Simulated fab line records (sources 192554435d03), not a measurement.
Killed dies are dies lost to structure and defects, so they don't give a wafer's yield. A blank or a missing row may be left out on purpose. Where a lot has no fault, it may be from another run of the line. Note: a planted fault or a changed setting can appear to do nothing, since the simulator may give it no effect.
Problem report in the 8D (eight disciplines) form, filled by code | flow n5 finfet | the parts of the form that need people (team, actions taken, sign-off) are left out

## 1. WHAT IS WRONG
At N5_HKMG_FIN_ETCH_55, run length s averages 193.7 s over 3 wafers from 2 lots, while fault-free wafers read 323.2 s, standard deviation 0.49. That is -99 or more standard deviations from the usual mean.
The step: etches SOC in N2/H2, target depth 240 nm, time 300 s.
First seen on wafer L232.5, day 8 05:23, on rie diel-03. Wafers with a number at this step in the record: 26, from 9 lots. Rule for "out", or "out of limits": more than 4 standard deviations from the usual mean. The other wafers with a number count as sound.

## 2. WHAT IT IS AND WHAT IT IS NOT
question                    | is                     | is not
which readings at this step | run length s           | drypump motor current A, oes product au, rf vpp V, showerhead plenum p Torr, throttle valve pct
which lots                  | L232, L233             | L217, L220, L221, L224, L225, L229, L231
which wafers of those lots  | L232.5, L233.2, L233.5 | L232.4, L233.3
read on which tools         | rie diel-03            | rie diel-01, rie diel-04
when                        | from day 8 05:23       | up to then (22 sound wafers); but 1 sound wafer of L233 came after

## 3. THE SUSPECTS, EACH WITH WHAT RULES IT OUT
Counting: if a tool at a process step up to the reading ran every lot that is out, it stays a suspect. Sound lots after the first of them don't rule it out here, since some wafers of a struck lot are sound.
- rie diel-03 at N5_SDB_ETCH_25 (etches SiO2 in C4F6/O2, target depth 10 nm, time 3.3 s): kept. Every lot that is out went through it, the first being L232 (day 8 00:12); the last sound lot it ran before that was L225 (day 6 08:18).
- rie diel-03 at N5_HKMG_FIN_ETCH_55 (etches SOC in N2/H2, target depth 240 nm, time 300 s): kept. Every lot that is out went through it, the first being L232 (day 8 05:23); the last sound lot it ran before that was L229 (day 7 09:41). Out on those wafers are its own readings of run length s.
- In rie diel-03 at N5_HKMG_FIN_ETCH_55, the wafers that are out were processed in chamber 3 and their sound lot-mates in chambers 1, 2.
Left after counting: rie diel-03 at N5_SDB_ETCH_25, rie diel-03 at N5_HKMG_FIN_ETCH_55.

## 4. THE CAUSE (what the simulator had put in)
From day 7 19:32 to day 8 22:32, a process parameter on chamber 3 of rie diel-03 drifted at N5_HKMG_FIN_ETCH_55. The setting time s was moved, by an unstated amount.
This tool is one of the 2 suspects left after counting.

## 5. THE EFFECT CHAIN, in route order
Rows list readings where the struck wafers' mean (over those with a number) sits beyond 3 standard deviations from the usual. Only readings for which the record gives a usual standard deviation are gone through. hours: the time from each lot's start at the first step in this table that gives one to its start at this step, as a median over the lots. sigmas: the change in usual standard deviations.
hours | step                | reading      | usual   | on struck wafers | change | sigmas
0     | N5_HKMG_FIN_ETCH_55 | run length s | 323.2 s | 193.7            | -129.5 | -99 or more
Here are the process steps it includes:
- N5_HKMG_FIN_ETCH_55: etches SOC in N2/H2, target depth 240 nm, time 300 s.
At these later measuring or inspecting steps, every struck wafer for which the step has a row has a number for every such reading, and none has moved that far: N5_BEOL_M4_RC_MEAS_101.

## 6. WHAT WOULD HAVE CAUGHT IT SOONER
In this record no reading fell out of limits until day 8 05:23, 10 hours after the fault had begun at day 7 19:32.
